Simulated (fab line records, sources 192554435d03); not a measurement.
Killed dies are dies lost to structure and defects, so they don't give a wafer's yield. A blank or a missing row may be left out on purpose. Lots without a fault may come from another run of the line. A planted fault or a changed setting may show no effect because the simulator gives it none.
Problem report in the 8D (eight disciplines) form, filled by code | flow n5_finfet | the parts of the form that need people (team, actions taken, sign-off) are left out

1. THE PROBLEM
etch_rf_on_time_s at N5_BEOL_M0_ETCH_138 reads a mean of 20.9 s on 2 wafers of 2 lots; wafers without a fault read 29.3 s with a standard deviation of 1.2. That is -7.0 standard deviations from the usual mean.
The step: etches SiCN in CH3F/O2, target depth 12 nm, time 31.6 s.
First seen on wafer L949.1, day 10 16:14, on rie_diel-03. The record holds 28 wafers of 10 lots with a number at this step. Rule for "out", or "out of limits": more than 4 standard deviations from the usual mean. The other wafers with a number count as sound.

2. WHAT IT IS AND WHAT IT IS NOT
question                    | is                | is not
which readings at this step | etch_rf_on_time_s | drypump_motor_current_A, rf_vpp_V, showerhead_plenum_p_Torr, throttle_valve_pct
which lots                  | L949, L951        | L931, L932, L937, L939, L941, L942, L943, L944
which wafers of those lots  | L949.1, L951.1    | L949.4, L949.5, L951.3
read on which tools         | rie_diel-03       | rie_diel-01, rie_diel-06
when                        | from day 10 16:14 | up to then (25 sound wafers); but 1 sound wafer of L951 came after

3. SUSPECTS, AND WHAT RULES EACH OUT
Counting: a tool at a process step up to the reading stays a suspect if it ran every lot that is out. Sound lots after the first of them don't rule it out here, since some wafers of a struck lot are sound.
- rie_diel-03 at N5_BEOL_M0_ETCH_138 (etches SiCN in CH3F/O2, target depth 12 nm, time 31.6 s): kept. It ran every lot that is out, first L949 (day 10 16:14); its last sound lot up to then is L943 (day 9 07:55). Its own readings are out on those wafers: etch_rf_on_time_s.
- Within rie_diel-03 at N5_BEOL_M0_ETCH_138: the wafers that are out ran in chambers 0, 3; their sound lot-mates ran in chambers 1, 2.
Left after counting: rie_diel-03 at N5_BEOL_M0_ETCH_138.

4. THE CAUSE (what the simulator had put in)
Process parameter drift: rie_diel-03, from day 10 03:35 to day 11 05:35, at N5_BEOL_M0_ETCH_138. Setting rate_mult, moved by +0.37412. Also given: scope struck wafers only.
Counting left only this tool.

5. THE CHAIN OF EFFECTS, in route order
Each row: a reading whose mean over the struck wafers that have a number lies more than 3 standard deviations from the usual. Only readings for which the record gives a usual standard deviation are gone through. hours: the time from each lot's start at the first step in this table that gives one to its start at this step, as a median over the lots. sigmas: the change in usual standard deviations.
hours | step                | reading           | usual  | on struck wafers | change | sigmas
0     | N5_BEOL_M0_ETCH_138 | etch_rf_on_time_s | 29.3 s | 20.9             | -8.4   | -7.0
The process steps in it:
- N5_BEOL_M0_ETCH_138: etches SiCN in CH3F/O2, target depth 12 nm, time 31.6 s.
Later measuring or inspecting steps at which every struck wafer that the step has a row for has a number for every such reading, and none has moved that far: N5_BEOL_M4_RC_MEAS_101.

6. WHAT WOULD HAVE CAUGHT IT SOONER
In this record the first reading out of limits was taken at day 10 16:14, 13 hours after the fault began at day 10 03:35.
